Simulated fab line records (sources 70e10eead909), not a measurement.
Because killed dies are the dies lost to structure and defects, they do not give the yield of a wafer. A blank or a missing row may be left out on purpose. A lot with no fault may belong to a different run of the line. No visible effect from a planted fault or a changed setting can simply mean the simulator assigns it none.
Matching of chambers :: flow nand_harc :: NHARC_A_CONTACT_DESCUM_13 on rie_diel-03 has 4 sister chambers
The step chemistry O2, time 3 s. 16 wafers are shown with their chamber, then 8 later ones without.

WAFERS WITH THEIR CHAMBER
wafer: L074.1
chamber: 0
showerhead_plenum_p_Torr (Torr): 1.86
drypump_motor_current_A (A): 6.2
oes_product_au (a.u.): 1.032

wafer: L074.2
chamber: 1
showerhead_plenum_p_Torr (Torr): 2.07
drypump_motor_current_A (A): 6.1
oes_product_au (a.u.): 1.021

wafer: L074.6
chamber: 2
showerhead_plenum_p_Torr (Torr): 1.82
drypump_motor_current_A (A): 6.0
oes_product_au (a.u.): 0.991

wafer: L079.2
chamber: 0
showerhead_plenum_p_Torr (Torr): 1.85
drypump_motor_current_A (A): 6.1
oes_product_au (a.u.): 1.013

wafer: L079.3
chamber: 2
showerhead_plenum_p_Torr (Torr): 1.81
drypump_motor_current_A (A): 6.0
oes_product_au (a.u.): 0.990

wafer: L079.4
chamber: 1
showerhead_plenum_p_Torr (Torr): 2.07
drypump_motor_current_A (A): 6.2
oes_product_au (a.u.): 0.991

wafer: L087.1
chamber: 0
showerhead_plenum_p_Torr (Torr): 1.84
drypump_motor_current_A (A): 6.1
oes_product_au (a.u.): 1.014

wafer: L087.2
chamber: 2
showerhead_plenum_p_Torr (Torr): 1.80
drypump_motor_current_A (A): 6.0
oes_product_au (a.u.): 0.984

wafer: L087.5
chamber: 1
showerhead_plenum_p_Torr (Torr): 2.06
drypump_motor_current_A (A): 6.2
oes_product_au (a.u.): 0.991

wafer: L091.4
chamber: 2
showerhead_plenum_p_Torr (Torr): 1.79
drypump_motor_current_A (A): 6.0
oes_product_au (a.u.): 0.997

wafer: L091.5
chamber: 1
showerhead_plenum_p_Torr (Torr): 2.05
drypump_motor_current_A (A): 6.2
oes_product_au (a.u.): 0.988

wafer: L091.6
chamber: 0
showerhead_plenum_p_Torr (Torr): 1.84
drypump_motor_current_A (A): 6.1
oes_product_au (a.u.): 1.017

wafer: L094.2
chamber: 2
showerhead_plenum_p_Torr (Torr): 1.79
drypump_motor_current_A (A): 6.0
oes_product_au (a.u.): 0.993

wafer: L094.3
chamber: 0
showerhead_plenum_p_Torr (Torr): 1.83
drypump_motor_current_A (A): 6.2
oes_product_au (a.u.): 1.005

wafer: L094.5
chamber: 2
showerhead_plenum_p_Torr (Torr): 1.79
drypump_motor_current_A (A): 6.0
oes_product_au (a.u.): 0.997

wafer: L093.1
chamber: 3
showerhead_plenum_p_Torr (Torr): 1.99
drypump_motor_current_A (A): 5.9
oes_product_au (a.u.): 0.999

SIGNATURES, as means of the wafers listed above
reading: showerhead_plenum_p_Torr
chamber 0: 1.8440
chamber 1: 2.0625
chamber 2: 1.8000
chamber 3: 1.9900
scatter within a chamber: 0.0115

reading: drypump_motor_current_A
chamber 0: 6.140
chamber 1: 6.175
chamber 2: 6.000
chamber 3: 5.900
scatter within a chamber: 0.0403

reading: oes_product_au
chamber 0: 1.01620
chamber 1: 0.99775
chamber 2: 0.99200
chamber 3: 0.99900
scatter within a chamber: 0.0102
Rule: a wafer's distance from a chamber is the root of the sum, over the readings, of the square of ((its reading less the chamber's mean) divided by the reading's scatter). If the next closest chamber is less than 2 further off than the closest, the wafer can't be placed; otherwise it belongs to the closest. How the scatter is found: for the shown wafers, subtract from each reading the mean of its chamber, square and add these, divide the total by (wafers less chambers), then take the root.

WAFERS MISSING THEIR CHAMBER
wafer: L093.3
showerhead_plenum_p_Torr (Torr): 1.79
drypump_motor_current_A (A): 6.0
oes_product_au (a.u.): 0.996

wafer: L093.4
showerhead_plenum_p_Torr (Torr): 1.83
drypump_motor_current_A (A): 6.2
oes_product_au (a.u.): 1.003

wafer: L093.2
showerhead_plenum_p_Torr (Torr): 2.05
drypump_motor_current_A (A): 6.2
oes_product_au (a.u.): 0.978

wafer: L093.5
showerhead_plenum_p_Torr (Torr): 1.99
drypump_motor_current_A (A): 5.9
oes_product_au (a.u.): 1.004

wafer: L093.6
showerhead_plenum_p_Torr (Torr): 1.79
drypump_motor_current_A (A): 6.0
oes_product_au (a.u.): 0.990

wafer: L097.2
showerhead_plenum_p_Torr (Torr): 2.05
drypump_motor_current_A (A): 6.2
oes_product_au (a.u.): 0.975

wafer: L097.3
showerhead_plenum_p_Torr (Torr): 1.83
drypump_motor_current_A (A): 6.2
oes_product_au (a.u.): 1.025

wafer: L097.4
showerhead_plenum_p_Torr (Torr): 1.98
drypump_motor_current_A (A): 5.9
oes_product_au (a.u.): 0.985

THE CHAMBER EACH PASSED THROUGH
wafer: L093.3
from the rows above: 2
in truth: 2

wafer: L093.4
from the rows above: 0
in truth: 0

wafer: L093.2
from the rows above: 1
in truth: 1

wafer: L093.5
from the rows above: 3
in truth: 3

wafer: L093.6
from the rows above: 2
in truth: 2

wafer: L097.2
from the rows above: 1
in truth: 1

wafer: L097.3
from the rows above: 0
in truth: 0

wafer: L097.4
from the rows above: 3
in truth: 3
Placed correctly: 8 of 8. From these rows, 0 cannot be placed. Number placed wrongly: 0.
